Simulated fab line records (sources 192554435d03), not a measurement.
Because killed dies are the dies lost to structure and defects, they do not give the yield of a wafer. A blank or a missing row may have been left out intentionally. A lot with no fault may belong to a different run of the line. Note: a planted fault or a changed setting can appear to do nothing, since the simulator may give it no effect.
fab line records || flow n5_finfet || part 2 of 2: steps 16 to 26 of 26
[record] {"lots": 5, "wafers": 15, "last_day": 18}
route steps=1938 shown GATE_CUT@492 MOL_CONTACT_COAG@517
lots untouched by any fault: they come from a run of this same line in which no faults occurred
start_h: hours from the record's first day to the start of the lot's first wafer shown || wait_h: hours elapsed since this lot's preceding step || " same as the row above || L1.1+2: a single row standing in for several wafers || - either no value or no given start || * or withheld: withheld || < > ~ a bound
route shown NAME@n: NAME is a module with steps in the file, n the number in the route of the first one || usual: mean/standard deviation taken from wafers without a fault || same: alike in all rows || chamber/n: place in a boat || sites: per-site readings || _std_site: the values' standard deviation || _edge_site: the outer-site mean with the inner-site mean subtracted || radius_mm: for every site, how far away it sits from the centre of the wafer || mask NAME#n: copy n || behind: tool/chamber where the wafer was last shaped || hold: why the lot went on hold/how many hours it stayed there/how the hold came to an end || device: the transistor (n, p or np) that didn't switch || end of line: the route-end tests of the same wafers || a step without rows: its recipe alone || killed: count of dies lost to structure and defects at first sort (not the wafer's yield) || map: per-die view of a wafer (x killed, . not killed, _ where there is no die)
set.NAME: setting as actually run; set.NAME@STEP: the setting as run at that earlier step || model.NAME: the simulator's own value behind a step, which no gauge read
lots at selected steps of the route; one table per step, one row per wafer
services: when a tool's chamber went out of use (start_h, in hours from the record's first day, below 0 if earlier), for how many hours, and the reason
[[steps]]
[step N5_GATE_CUT_STRIP_21]
[recipe] {"chemistry": "N2/H2", "time_s": 30, "power_w": 1000, "temp_c": 250, "pressure_mtorr": "withheld", "n2_flow_sccm": 1750, "h2_flow_sccm": 3250}
[usual] {"drypump_motor_current_A": "5.8/0.66", "heater_power_w": "330/54"}
{"lot.wafer": "L076.1", "tool": "plasma_asher-01", "chamber": 0, "start_h": 99.40, "wait_h": 0.0, "drypump_motor_current_A": 5.8, "heater_power_w": 284, "rf_hours_counter_h": 41}
{"lot.wafer": "L076.4", "tool": "plasma_asher-01", "chamber": 1, "start_h": 99.40, "wait_h": 0.0, "drypump_motor_current_A": 4.7, "heater_power_w": 346, "rf_hours_counter_h": "-"}
{"lot.wafer": "L076.6", "tool": "plasma_asher-01", "chamber": 1, "start_h": 99.40, "wait_h": 0.0, "drypump_motor_current_A": 4.7, "heater_power_w": 342, "rf_hours_counter_h": "-"}
{"lot.wafer": "L078.3", "tool": "plasma_asher-01", "chamber": 0, "start_h": 109.31, "wait_h": 0.1, "drypump_motor_current_A": 5.8, "heater_power_w": 289, "rf_hours_counter_h": "-"}
{"lot.wafer": "L078.4", "tool": "plasma_asher-01", "chamber": 1, "start_h": 109.31, "wait_h": 0.1, "drypump_motor_current_A": 4.7, "heater_power_w": 348, "rf_hours_counter_h": "-"}
{"lot.wafer": "L078.5", "tool": "plasma_asher-01", "chamber": 0, "start_h": 109.31, "wait_h": 0.1, "drypump_motor_current_A": 5.8, "heater_power_w": 281, "rf_hours_counter_h": "-"}
{"lot.wafer": "L085.3", "tool": "plasma_asher-01", "chamber": 1, "start_h": 148.98, "wait_h": 0.1, "drypump_motor_current_A": 4.7, "heater_power_w": 340, "rf_hours_counter_h": "-"}
{"lot.wafer": "L085.4", "tool": "plasma_asher-01", "chamber": 0, "start_h": 148.98, "wait_h": 0.1, "drypump_motor_current_A": 5.8, "heater_power_w": 291, "rf_hours_counter_h": "-"}
{"lot.wafer": "L085.6", "tool": "plasma_asher-01", "chamber": 1, "start_h": 148.98, "wait_h": 0.1, "drypump_motor_current_A": 4.7, "heater_power_w": 349, "rf_hours_counter_h": "-"}
{"lot.wafer": "L089.3", "tool": "plasma_asher-01", "chamber": 1, "start_h": 174.93, "wait_h": 0.1, "drypump_motor_current_A": 4.7, "heater_power_w": 345, "rf_hours_counter_h": "-"}
{"lot.wafer": "L089.4", "tool": "plasma_asher-01", "chamber": 0, "start_h": 174.93, "wait_h": 0.1, "drypump_motor_current_A": 5.8, "heater_power_w": 287, "rf_hours_counter_h": "-"}
{"lot.wafer": "L089.5", "tool": "plasma_asher-01", "chamber": 0, "start_h": 174.93, "wait_h": 0.1, "drypump_motor_current_A": 5.8, "heater_power_w": 286, "rf_hours_counter_h": "-"}
{"lot.wafer": "L094.1", "tool": "plasma_asher-01", "chamber": 1, "start_h": 208.63, "wait_h": 0.0, "drypump_motor_current_A": 4.7, "heater_power_w": 344, "rf_hours_counter_h": 66}
{"lot.wafer": "L094.4", "tool": "plasma_asher-01", "chamber": 1, "start_h": 208.63, "wait_h": 0.0, "drypump_motor_current_A": 4.7, "heater_power_w": 338, "rf_hours_counter_h": "-"}
{"lot.wafer": "L094.6", "tool": "plasma_asher-01", "chamber": 1, "start_h": 208.63, "wait_h": 0.0, "drypump_motor_current_A": 4.7, "heater_power_w": 342, "rf_hours_counter_h": "-"}
[step N5_GATE_CUT_STRIP_29]
[recipe] {"chemistry": "post_etch_residue_remover", "time_s": 60, "temp_c": 25, "remover_ph": "withheld", "remover_water_wt_pct": "withheld", "remover_fluoride_wt_pct": "withheld"}
{"lot.wafer": "L076.1+4+6", "tool": "wet_bench-03", "chamber": "3,4,5", "start_h": 99.48, "wait_h": 0.1}
{"lot.wafer": "L078.3+4+5", "tool": "wet_bench-02", "chamber": "6,5,0", "start_h": 109.37, "wait_h": 0.0}
{"lot.wafer": "L085.3+4+6", "tool": "wet_bench-02", "chamber": "0,5,6", "start_h": 149.05, "wait_h": 0.0}
{"lot.wafer": "L089.3+4+5", "tool": "wet_bench-04", "chamber": "6,3,7", "start_h": 175.00, "wait_h": 0.0}
{"lot.wafer": "L094.1+4+6", "tool": "wet_bench-02", "chamber": "3,1,2", "start_h": 208.73, "wait_h": 0.1}
[step N5_GATE_CUT_SRD_52]
[recipe] {"dry": "ipa_marangoni", "time_s": 30, "temp_c": 23, "rinse_liquid": "diw"}
{"lot.wafer": "L076.1+4+6", "tool": "wet_bench-03", "chamber": "3,4,5", "start_h": 99.51, "wait_h": 0.0}
{"lot.wafer": "L078.3+4+5", "tool": "wet_bench-02", "chamber": "6,5,0", "start_h": 109.39, "wait_h": 0.0}
{"lot.wafer": "L085.3+4+6", "tool": "wet_bench-02", "chamber": "0,5,6", "start_h": 149.07, "wait_h": 0.0}
{"lot.wafer": "L089.3+4+5", "tool": "wet_bench-04", "chamber": "6,3,7", "start_h": 175.02, "wait_h": 0.0}
{"lot.wafer": "L094.1+4+6", "tool": "wet_bench-02", "chamber": "3,1,2", "start_h": 208.75, "wait_h": 0.0}
[step N5_GATE_CUT_ALD_22]
[recipe] {"material": "SiNx", "target_thk_a": 160, "temp_c": 400, "ald_precursor_family": "SiH2I2", "ald_co_reactant": "N2/H2-plasma", "pulse_time_s": 1, "ald_cycles": 320, "purge_time_s": 2, "co_reactant_purge_time_s": 2, "pressure_torr": 2}
[usual] {"heater_power_w": "810/80", "precursor_pulse_height_rel": "1.001/0.021"}
{"lot.wafer": "L076.1", "tool": "ald_sin-02", "chamber": 0, "start_h": 99.55, "wait_h": 0.0, "heater_power_w": 822, "precursor_pulse_height_rel": 1.016}
{"lot.wafer": "L076.4", "tool": "ald_sin-02", "chamber": 2, "start_h": 99.55, "wait_h": 0.0, "heater_power_w": 818, "precursor_pulse_height_rel": 0.995}
{"lot.wafer": "L076.6", "tool": "ald_sin-02", "chamber": 0, "start_h": 99.55, "wait_h": 0.0, "heater_power_w": 833, "precursor_pulse_height_rel": 1.038}
{"lot.wafer": "L078.3", "tool": "ald_sin-01", "chamber": 2, "start_h": 109.44, "wait_h": 0.0, "heater_power_w": 744, "precursor_pulse_height_rel": 0.978}
{"lot.wafer": "L078.4", "tool": "ald_sin-01", "chamber": 3, "start_h": 109.44, "wait_h": 0.0, "heater_power_w": 959, "precursor_pulse_height_rel": 0.989}
{"lot.wafer": "L078.5", "tool": "ald_sin-01", "chamber": 3, "start_h": 109.44, "wait_h": 0.0, "heater_power_w": 933, "precursor_pulse_height_rel": 0.997}
{"lot.wafer": "L085.3", "tool": "ald_sin-01", "chamber": 3, "start_h": 149.12, "wait_h": 0.0, "heater_power_w": 929, "precursor_pulse_height_rel": 1.009}
{"lot.wafer": "L085.4", "tool": "ald_sin-01", "chamber": 2, "start_h": 149.12, "wait_h": 0.0, "heater_power_w": 734, "precursor_pulse_height_rel": 0.986}
{"lot.wafer": "L085.6", "tool": "ald_sin-01", "chamber": 0, "start_h": 149.12, "wait_h": 0.0, "heater_power_w": 862, "precursor_pulse_height_rel": 0.995}
{"lot.wafer": "L089.3", "tool": "ald_sin-02", "chamber": 2, "start_h": 175.35, "wait_h": 0.3, "heater_power_w": 803, "precursor_pulse_height_rel": 1.011}
{"lot.wafer": "L089.4", "tool": "ald_sin-02", "chamber": 3, "start_h": 175.35, "wait_h": 0.3, "heater_power_w": 1023, "precursor_pulse_height_rel": 0.987}
{"lot.wafer": "L089.5", "tool": "ald_sin-02", "chamber": 1, "start_h": 175.35, "wait_h": 0.3, "heater_power_w": 753, "precursor_pulse_height_rel": 0.995}
{"lot.wafer": "L094.1", "tool": "ald_sin-02", "chamber": 3, "start_h": 209.78, "wait_h": 1.0, "heater_power_w": 1006, "precursor_pulse_height_rel": 1.003}
{"lot.wafer": "L094.4", "tool": "ald_sin-02", "chamber": 1, "start_h": 209.78, "wait_h": 1.0, "heater_power_w": 777, "precursor_pulse_height_rel": 0.997}
{"lot.wafer": "L094.6", "tool": "ald_sin-02", "chamber": 0, "start_h": 209.78, "wait_h": 1.0, "heater_power_w": 852, "precursor_pulse_height_rel": 0.976}
[step N5_GATE_CUT_CMP_23]
[recipe] {"stop_on": "SiO2", "t_overpolish_s": 23.4, "post_cmp_clean": "alkaline_brush", "down_force_psi": 2.5, "platen_rpm": 51.8, "pad_velocity_m_s": 1.0307, "target_thk_nm": 16}
[usual] {"motor_current_A": "9.0/0.67", "overpolish_run_s": "23.400/0.0098", "retaining_ring_pressure_frac": "1.000/0.0048", "time_to_endpoint_s": "18.8/2"}
{"lot.wafer": "L076.1", "tool": "cmp-01", "chamber": 0, "start_h": 101.12, "wait_h": 0.8, "motor_current_A": 9.0, "overpolish_run_s": 23.407, "retaining_ring_pressure_frac": 0.991, "time_to_endpoint_s": 18.0}
{"lot.wafer": "L076.4", "tool": "cmp-01", "chamber": 1, "start_h": 101.12, "wait_h": 0.8, "motor_current_A": 9.0, "overpolish_run_s": 23.425, "retaining_ring_pressure_frac": 0.997, "time_to_endpoint_s": 18.1}
{"lot.wafer": "L076.6", "tool": "cmp-01", "chamber": 3, "start_h": 101.12, "wait_h": 0.8, "motor_current_A": 8.9, "overpolish_run_s": 23.412, "retaining_ring_pressure_frac": 1.001, "time_to_endpoint_s": 15.1}
{"lot.wafer": "L078.4", "tool": "cmp-03", "chamber": 0, "start_h": 111.33, "wait_h": 1.2, "motor_current_A": 10.1, "overpolish_run_s": 23.406, "retaining_ring_pressure_frac": 0.996, "time_to_endpoint_s": 19.5}
{"lot.wafer": "L078.3", "tool": "cmp-03", "chamber": 1, "start_h": 111.33, "wait_h": 1.2, "motor_current_A": 9.0, "overpolish_run_s": 23.423, "retaining_ring_pressure_frac": 1.004, "time_to_endpoint_s": 19.5}
{"lot.wafer": "L078.5", "tool": "cmp-03", "chamber": 3, "start_h": 111.33, "wait_h": 1.2, "motor_current_A": 8.2, "overpolish_run_s": 23.404, "retaining_ring_pressure_frac": 1.001, "time_to_endpoint_s": 18.8}
{"lot.wafer": "L085.3", "tool": "cmp-03", "chamber": 3, "start_h": 150.64, "wait_h": 0.8, "motor_current_A": 8.4, "overpolish_run_s": 23.399, "retaining_ring_pressure_frac": 0.990, "time_to_endpoint_s": 18.1}
{"lot.wafer": "L085.4", "tool": "cmp-03", "chamber": 0, "start_h": 150.64, "wait_h": 0.8, "motor_current_A": 10.1, "overpolish_run_s": 23.389, "retaining_ring_pressure_frac": 0.992, "time_to_endpoint_s": 17.7}
{"lot.wafer": "L085.6", "tool": "cmp-03", "chamber": 3, "start_h": 150.64, "wait_h": 0.8, "motor_current_A": 8.1, "overpolish_run_s": 23.385, "retaining_ring_pressure_frac": 0.989, "time_to_endpoint_s": 20.4}
{"lot.wafer": "L089.3", "tool": "cmp-01", "chamber": 3, "start_h": 176.88, "wait_h": 0.8, "motor_current_A": 8.6, "overpolish_run_s": 23.409, "retaining_ring_pressure_frac": 1.003, "time_to_endpoint_s": 14.8}
{"lot.wafer": "L089.4", "tool": "cmp-01", "chamber": 0, "start_h": 176.88, "wait_h": 0.8, "motor_current_A": 9.0, "overpolish_run_s": 23.386, "retaining_ring_pressure_frac": 1.002, "time_to_endpoint_s": 17.8}
{"lot.wafer": "L089.5", "tool": "cmp-01", "chamber": 3, "start_h": 176.88, "wait_h": 0.8, "motor_current_A": 8.3, "overpolish_run_s": 23.386, "retaining_ring_pressure_frac": 1.000, "time_to_endpoint_s": 17.0}
{"lot.wafer": "L094.4", "tool": "cmp-01", "chamber": 2, "start_h": 211.27, "wait_h": 0.8, "motor_current_A": 8.6, "overpolish_run_s": 23.407, "retaining_ring_pressure_frac": 0.999, "time_to_endpoint_s": 19.5}
{"lot.wafer": "L094.1", "tool": "cmp-01", "chamber": 0, "start_h": 211.27, "wait_h": 0.8, "motor_current_A": 8.9, "overpolish_run_s": 23.397, "retaining_ring_pressure_frac": 0.992, "time_to_endpoint_s": 18.3}
{"lot.wafer": "L094.6", "tool": "cmp-01", "chamber": 2, "start_h": 211.27, "wait_h": 0.8, "motor_current_A": 9.0, "overpolish_run_s": 23.382, "retaining_ring_pressure_frac": 0.990, "time_to_endpoint_s": 21.2}
[step N5_GATE_CUT_THK_MEAS_24]
[recipe] {"reads": "SiO2_of_GATE_CUT_HM_DEP_46+SiO2_flowable_of_ILD0_FCVD_FILL_01"}
[usual] {"GC_FILL_THK": "220.2/2"}
{"lot.wafer": "L076.1", "tool": "film_metro-02", "chamber": "-", "start_h": 101.34, "wait_h": "-", "GC_FILL_THK[nm]": 223.0}
{"lot.wafer": "L076.4", "tool": "film_metro-02", "chamber": "-", "start_h": 101.34, "wait_h": "-", "GC_FILL_THK[nm]": 222.2}
{"lot.wafer": "L076.6", "tool": "film_metro-02", "chamber": "-", "start_h": 101.34, "wait_h": "-", "GC_FILL_THK[nm]": 222.0}
{"lot.wafer": "L078.3", "tool": "film_metro-02", "chamber": "-", "start_h": 111.55, "wait_h": "-", "GC_FILL_THK[nm]": 219.1}
{"lot.wafer": "L078.4", "tool": "film_metro-02", "chamber": "-", "start_h": 111.55, "wait_h": "-", "GC_FILL_THK[nm]": 223.2}
{"lot.wafer": "L078.5", "tool": "film_metro-02", "chamber": "-", "start_h": 111.55, "wait_h": "-", "GC_FILL_THK[nm]": 221.4}
{"lot.wafer": "L085.3", "tool": "film_metro-01", "chamber": "-", "start_h": 150.90, "wait_h": "-", "GC_FILL_THK[nm]": 221.1}
{"lot.wafer": "L085.4", "tool": "film_metro-01", "chamber": "-", "start_h": 150.90, "wait_h": "-", "GC_FILL_THK[nm]": 224.1}
{"lot.wafer": "L085.6", "tool": "film_metro-01", "chamber": "-", "start_h": 150.90, "wait_h": "-", "GC_FILL_THK[nm]": 224.1}
{"lot.wafer": "L089.3", "tool": "film_metro-02", "chamber": "-", "start_h": 177.14, "wait_h": "-", "GC_FILL_THK[nm]": 215.7}
{"lot.wafer": "L089.4", "tool": "film_metro-02", "chamber": "-", "start_h": 177.14, "wait_h": "-", "GC_FILL_THK[nm]": 217.2}
{"lot.wafer": "L089.5", "tool": "film_metro-02", "chamber": "-", "start_h": 177.14, "wait_h": "-", "GC_FILL_THK[nm]": 218.4}
{"lot.wafer": "L094.1", "tool": "film_metro-01", "chamber": "-", "start_h": 211.56, "wait_h": "-", "GC_FILL_THK[nm]": 218.1}
{"lot.wafer": "L094.4", "tool": "film_metro-01", "chamber": "-", "start_h": 211.56, "wait_h": "-", "GC_FILL_THK[nm]": 218.3}
{"lot.wafer": "L094.6", "tool": "film_metro-01", "chamber": "-", "start_h": 211.56, "wait_h": "-", "GC_FILL_THK[nm]": 222.1}
[step N5_GATE_CUT_CMP_43]
[recipe] {"material": "SiO2", "post_cmp_clean": "rinse_only"}
[usual] {"motor_current_A": "12.2/0.91", "retaining_ring_pressure_frac": "1.000/0.0053"}
{"lot.wafer": "L076.1", "tool": "cmp-01", "chamber": 0, "start_h": 101.37, "wait_h": 0.0, "motor_current_A": 11.7, "retaining_ring_pressure_frac": 1.008}
{"lot.wafer": "L076.4", "tool": "cmp-01", "chamber": 3, "start_h": 101.37, "wait_h": 0.0, "motor_current_A": 11.5, "retaining_ring_pressure_frac": 0.994}
{"lot.wafer": "L076.6", "tool": "cmp-01", "chamber": 1, "start_h": 101.37, "wait_h": 0.0, "motor_current_A": 11.0, "retaining_ring_pressure_frac": 0.999}
{"lot.wafer": "L078.4", "tool": "cmp-01", "chamber": 3, "start_h": 111.58, "wait_h": 0.0, "motor_current_A": 11.2, "retaining_ring_pressure_frac": 1.001}
{"lot.wafer": "L078.3", "tool": "cmp-01", "chamber": 1, "start_h": 111.58, "wait_h": 0.0, "motor_current_A": 11.8, "retaining_ring_pressure_frac": 1.003}
{"lot.wafer": "L078.5", "tool": "cmp-01", "chamber": 3, "start_h": 111.58, "wait_h": 0.0, "motor_current_A": 11.5, "retaining_ring_pressure_frac": 0.999}
{"lot.wafer": "L085.4", "tool": "cmp-01", "chamber": 3, "start_h": 151.09, "wait_h": 0.2, "motor_current_A": 12.0, "retaining_ring_pressure_frac": 0.998}
{"lot.wafer": "L085.3", "tool": "cmp-01", "chamber": 0, "start_h": 151.09, "wait_h": 0.2, "motor_current_A": 12.1, "retaining_ring_pressure_frac": 1.010}
{"lot.wafer": "L085.6", "tool": "cmp-01", "chamber": 2, "start_h": 151.09, "wait_h": 0.2, "motor_current_A": 12.2, "retaining_ring_pressure_frac": 1.010}
{"lot.wafer": "L089.3", "tool": "cmp-01", "chamber": 0, "start_h": 177.16, "wait_h": 0.0, "motor_current_A": 12.0, "retaining_ring_pressure_frac": 0.998}
{"lot.wafer": "L089.4", "tool": "cmp-01", "chamber": 2, "start_h": 177.16, "wait_h": 0.0, "motor_current_A": 12.1, "retaining_ring_pressure_frac": 0.993}
{"lot.wafer": "L089.5", "tool": "cmp-01", "chamber": 0, "start_h": 177.16, "wait_h": 0.0, "motor_current_A": 12.5, "retaining_ring_pressure_frac": 1.003}
{"lot.wafer": "L094.1", "tool": "cmp-04", "chamber": 0, "start_h": 211.67, "wait_h": 0.1, "motor_current_A": 12.1, "retaining_ring_pressure_frac": 1.004}
{"lot.wafer": "L094.4", "tool": "cmp-04", "chamber": 2, "start_h": 211.67, "wait_h": 0.1, "motor_current_A": 13.6, "retaining_ring_pressure_frac": 0.991}
{"lot.wafer": "L094.6", "tool": "cmp-04", "chamber": 3, "start_h": 211.67, "wait_h": 0.1, "motor_current_A": 13.3, "retaining_ring_pressure_frac": 0.991}
[step N5_GATE_CUT_CMP_61]
[recipe] {"stop_on": "SiNx", "t_overpolish_s": 3, "post_cmp_clean": "alkaline_brush", "down_force_psi": 4, "platen_rpm": 27.09, "pad_velocity_m_s": 0.539}
[usual] {"motor_current_A": "12.2/0.97", "retaining_ring_pressure_frac": "1.001/0.0051"}
{"lot.wafer": "L076.1", "tool": "cmp-01", "chamber": 0, "start_h": 101.85, "wait_h": 0.4, "motor_current_A": 12.0, "retaining_ring_pressure_frac": 1.001}
{"lot.wafer": "L076.4", "tool": "cmp-01", "chamber": 3, "start_h": 101.85, "wait_h": 0.4, "motor_current_A": 12.0, "retaining_ring_pressure_frac": 1.005}
{"lot.wafer": "L076.6", "tool": "cmp-01", "chamber": 1, "start_h": 101.85, "wait_h": 0.4, "motor_current_A": 12.2, "retaining_ring_pressure_frac": 1.000}
{"lot.wafer": "L078.4", "tool": "cmp-01", "chamber": 3, "start_h": 112.06, "wait_h": 0.4, "motor_current_A": 11.5, "retaining_ring_pressure_frac": 1.000}
{"lot.wafer": "L078.3", "tool": "cmp-01", "chamber": 1, "start_h": 112.06, "wait_h": 0.4, "motor_current_A": 12.8, "retaining_ring_pressure_frac": 0.993}
{"lot.wafer": "L078.5", "tool": "cmp-01", "chamber": 3, "start_h": 112.06, "wait_h": 0.4, "motor_current_A": 12.0, "retaining_ring_pressure_frac": 1.003}
{"lot.wafer": "L085.4", "tool": "cmp-01", "chamber": 3, "start_h": 151.47, "wait_h": 0.3, "motor_current_A": 11.3, "retaining_ring_pressure_frac": 0.996}
{"lot.wafer": "L085.3", "tool": "cmp-01", "chamber": 0, "start_h": 151.47, "wait_h": 0.3, "motor_current_A": 12.0, "retaining_ring_pressure_frac": 1.000}
{"lot.wafer": "L085.6", "tool": "cmp-01", "chamber": 2, "start_h": 151.47, "wait_h": 0.3, "motor_current_A": 11.5, "retaining_ring_pressure_frac": 1.003}
{"lot.wafer": "L089.3", "tool": "cmp-01", "chamber": 0, "start_h": 177.64, "wait_h": 0.4, "motor_current_A": 12.0, "retaining_ring_pressure_frac": 0.999}
{"lot.wafer": "L089.4", "tool": "cmp-01", "chamber": 2, "start_h": 177.64, "wait_h": 0.4, "motor_current_A": 11.8, "retaining_ring_pressure_frac": 1.000}
{"lot.wafer": "L089.5", "tool": "cmp-01", "chamber": 0, "start_h": 177.64, "wait_h": 0.4, "motor_current_A": 12.0, "retaining_ring_pressure_frac": 0.996}
{"lot.wafer": "L094.1", "tool": "cmp-04", "chamber": 0, "start_h": 212.10, "wait_h": 0.3, "motor_current_A": 12.0, "retaining_ring_pressure_frac": 1.001}
{"lot.wafer": "L094.4", "tool": "cmp-04", "chamber": 2, "start_h": 212.10, "wait_h": 0.3, "motor_current_A": 12.7, "retaining_ring_pressure_frac": 0.998}
{"lot.wafer": "L094.6", "tool": "cmp-04", "chamber": 3, "start_h": 212.10, "wait_h": 0.3, "motor_current_A": 14.4, "retaining_ring_pressure_frac": 1.002}
[step N5_GATE_CUT_INSPECT_26]
[recipe] {"inspect_instrument": "darkfield", "mode": "post_cmp"}
[usual] {"raw_defect_count": "40/18"}
{"lot.wafer": "L076.1", "tool": "defect_inspect-02", "chamber": "-", "start_h": 102.08, "wait_h": 0.0, "raw_defect_count": 71}
{"lot.wafer": "L076.4", "tool": "defect_inspect-02", "chamber": "-", "start_h": 102.08, "wait_h": 0.0, "raw_defect_count": 27}
{"lot.wafer": "L076.6", "tool": "defect_inspect-02", "chamber": "-", "start_h": 102.08, "wait_h": 0.0, "raw_defect_count": 35}
{"lot.wafer": "L078.3", "tool": "defect_inspect-01", "chamber": "-", "start_h": 112.29, "wait_h": 0.0, "raw_defect_count": 26}
{"lot.wafer": "L078.4", "tool": "defect_inspect-01", "chamber": "-", "start_h": 112.29, "wait_h": 0.0, "raw_defect_count": 41}
{"lot.wafer": "L078.5", "tool": "defect_inspect-01", "chamber": "-", "start_h": 112.29, "wait_h": 0.0, "raw_defect_count": 30}
{"lot.wafer": "L085.3", "tool": "defect_inspect-02", "chamber": "-", "start_h": 151.65, "wait_h": 0.0, "raw_defect_count": 21}
{"lot.wafer": "L085.4", "tool": "defect_inspect-02", "chamber": "-", "start_h": 151.65, "wait_h": 0.0, "raw_defect_count": 24}
{"lot.wafer": "L085.6", "tool": "defect_inspect-02", "chamber": "-", "start_h": 151.65, "wait_h": 0.0, "raw_defect_count": 26}
{"lot.wafer": "L089.3", "tool": "defect_inspect-01", "chamber": "-", "start_h": 177.88, "wait_h": 0.0, "raw_defect_count": 27}
{"lot.wafer": "L089.4", "tool": "defect_inspect-01", "chamber": "-", "start_h": 177.88, "wait_h": 0.0, "raw_defect_count": 58}
{"lot.wafer": "L089.5", "tool": "defect_inspect-01", "chamber": "-", "start_h": 177.88, "wait_h": 0.0, "raw_defect_count": 25}
{"lot.wafer": "L094.1", "tool": "defect_inspect-02", "chamber": "-", "start_h": 212.30, "wait_h": 0.0, "raw_defect_count": 40}
{"lot.wafer": "L094.4", "tool": "defect_inspect-02", "chamber": "-", "start_h": 212.30, "wait_h": 0.0, "raw_defect_count": 18}
{"lot.wafer": "L094.6", "tool": "defect_inspect-02", "chamber": "-", "start_h": 212.30, "wait_h": 0.0, "raw_defect_count": 27}
[step N5_MOL_CONTACT_COAG_COAT_103]
[recipe] {"resist": "SOC", "temp_c": 250, "time_s": 60, "spin_rpm": 1500, "resist_thk_nm": 80}
{"lot.wafer": "L076.1+4+6", "tool": "litho_track-01", "chamber": 0, "start_h": 102.11, "wait_h": 0.0}
{"lot.wafer": "L078.3+4+5", "tool": "litho_track-05", "chamber": 0, "start_h": 112.32, "wait_h": 0.0}
{"lot.wafer": "L085.3+4+6", "tool": "litho_track-04", "chamber": 0, "start_h": 151.68, "wait_h": 0.0}
{"lot.wafer": "L089.3+4+5", "tool": "litho_track-04", "chamber": 0, "start_h": 177.91, "wait_h": 0.0}
{"lot.wafer": "L094.1+4+6", "tool": "litho_track-05", "chamber": 0, "start_h": 212.33, "wait_h": 0.0}
[step N5_MOL_CONTACT_COAG_COAT_104]
[recipe] {"resist": "SiARC", "temp_c": 220, "time_s": 60, "spin_rpm": 1500, "resist_thk_nm": 12}
{"lot.wafer": "L076.1+4+6", "tool": "litho_track-01", "chamber": 0, "start_h": "-", "wait_h": "-"}
{"lot.wafer": "L078.3+4+5", "tool": "litho_track-05", "chamber": 0, "start_h": "-", "wait_h": "-"}
{"lot.wafer": "L085.3+4+6", "tool": "litho_track-04", "chamber": 0, "start_h": "-", "wait_h": "-"}
{"lot.wafer": "L089.3+4+5", "tool": "litho_track-04", "chamber": 0, "start_h": "-", "wait_h": "-"}
{"lot.wafer": "L094.1+4+6", "tool": "litho_track-05", "chamber": 0, "start_h": "-", "wait_h": "-"}
[[services]]
{"tool": "ald_sin-01", "chamber": "-", "start_h": 78.41, "hours": 0.9, "kind": "repair"}
{"tool": "ald_sin-02", "chamber": "-", "start_h": 85.25, "hours": 14.0, "kind": "pm"}
{"tool": "rie_diel-04", "chamber": 3, "start_h": 87.56, "hours": 2.5, "kind": "repair"}
{"tool": "cmp-03", "chamber": "-", "start_h": 91.27, "hours": 0.3, "kind": "repair"}
{"tool": "rie_metal-01", "chamber": 1, "start_h": 92.32, "hours": 11.1, "kind": "repair"}
{"tool": "rie_metal-01", "chamber": "-", "start_h": 92.95, "hours": 2.8, "kind": "pm"}
{"tool": "wet_bench-03", "chamber": "-", "start_h": 105.39, "hours": 4.1, "kind": "repair"}
{"tool": "cmp-04", "chamber": "-", "start_h": 129.63, "hours": 10.0, "kind": "pm"}
{"tool": "cmp-01", "chamber": "-", "start_h": 131.77, "hours": 4.0, "kind": "pm"}
{"tool": "cmp-01", "chamber": "-", "start_h": 135.77, "hours": "-", "kind": "consumable_replace:conditioner"}
{"tool": "cmp-03", "chamber": "-", "start_h": 153.03, "hours": 0.3, "kind": "repair"}
{"tool": "rie_metal-01", "chamber": 1, "start_h": 154.16, "hours": 10.1, "kind": "repair"}
{"tool": "cmp-01", "chamber": "-", "start_h": 159.13, "hours": 2.1, "kind": "repair"}
{"tool": "wet_bench-04", "chamber": "-", "start_h": 167.28, "hours": 4.4, "kind": "pm"}
{"tool": "rie_metal-01", "chamber": "-", "start_h": 169.85, "hours": 1.4, "kind": "pm"}
{"tool": "wet_bench-02", "chamber": "-", "start_h": 173.23, "hours": 4.4, "kind": "pm"}
{"tool": "cmp-03", "chamber": "-", "start_h": 174.62, "hours": 3.7, "kind": "pm"}
{"tool": "ald_sin-01", "chamber": "-", "start_h": 177.63, "hours": 0.8, "kind": "pm"}
{"tool": "rie_diel-04", "chamber": 1, "start_h": 180.16, "hours": 11.0, "kind": "repair"}
{"tool": "cmp-03", "chamber": "-", "start_h": 182.14, "hours": 4.0, "kind": "pm"}
{"tool": "cmp-03", "chamber": "-", "start_h": 199.31, "hours": 4.2, "kind": "repair"}
{"tool": "cmp-01", "chamber": "-", "start_h": 203.65, "hours": 1.3, "kind": "repair"}
{"tool": "ald_sin-01", "chamber": 2, "start_h": 206.22, "hours": 3.8, "kind": "repair"}
{"tool": "ald_sin-01", "chamber": 1, "start_h": 206.88, "hours": 1.4, "kind": "repair"}
